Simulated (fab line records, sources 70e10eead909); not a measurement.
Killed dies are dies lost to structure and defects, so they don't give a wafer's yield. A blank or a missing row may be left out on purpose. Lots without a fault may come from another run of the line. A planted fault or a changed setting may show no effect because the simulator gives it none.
Chamber matching | flow nand_harc | NHARC_A_CONTACT_CMP_20 on cmp-04: 4 sister chambers
The step polishes, t overpolish 30 s, target thk 300 nm. 4 wafers are shown with their chamber, then 7 later ones without.

WAFERS WITH THEIR CHAMBER
wafer  | chamber | motor_current_A (A)
L077.2 | 1       | 15.5
L083.5 | 2       | 11.1
L093.1 | 3       | 12.9
L093.4 | 0       | 9.6

WAFERS WITHOUT THEIR CHAMBER
wafer  | motor_current_A (A)
L093.5 | 9.2
L097.3 | 10.9
L097.4 | 9.3
L097.6 | 9.0
L096.1 | 15.1
L096.5 | 10.6
L096.6 | 15.0

WHICH CHAMBER EACH WENT THROUGH
wafer  | from the rows above     | in truth
L093.5 | 0                       | 0
L097.3 | 2                       | 2
L097.4 | 0                       | 0
L097.6 | 0                       | 0
L096.1 | 1                       | 1
L096.5 | can't be placed: 2 or 0 | 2
L096.6 | 1                       | 1
Placed correctly: 6 of 7. Can't be placed from these rows: 1 (the true chamber is among the candidates in 1). Placed wrongly: 0.
How it was worked out, from the rows above alone: a wafer's distance from a chamber is the root of the sum, over the readings, of the square of ((its reading less the chamber's mean) divided by the reading's scatter). The wafer belongs to the nearest chamber; if the next one is less than 2 further off, it can't be placed. A chamber's mean is the mean of its shown wafers. The scatter: with one shown wafer a chamber, the root of the mean of the squares of how far each hidden wafer lies from its nearest shown one.
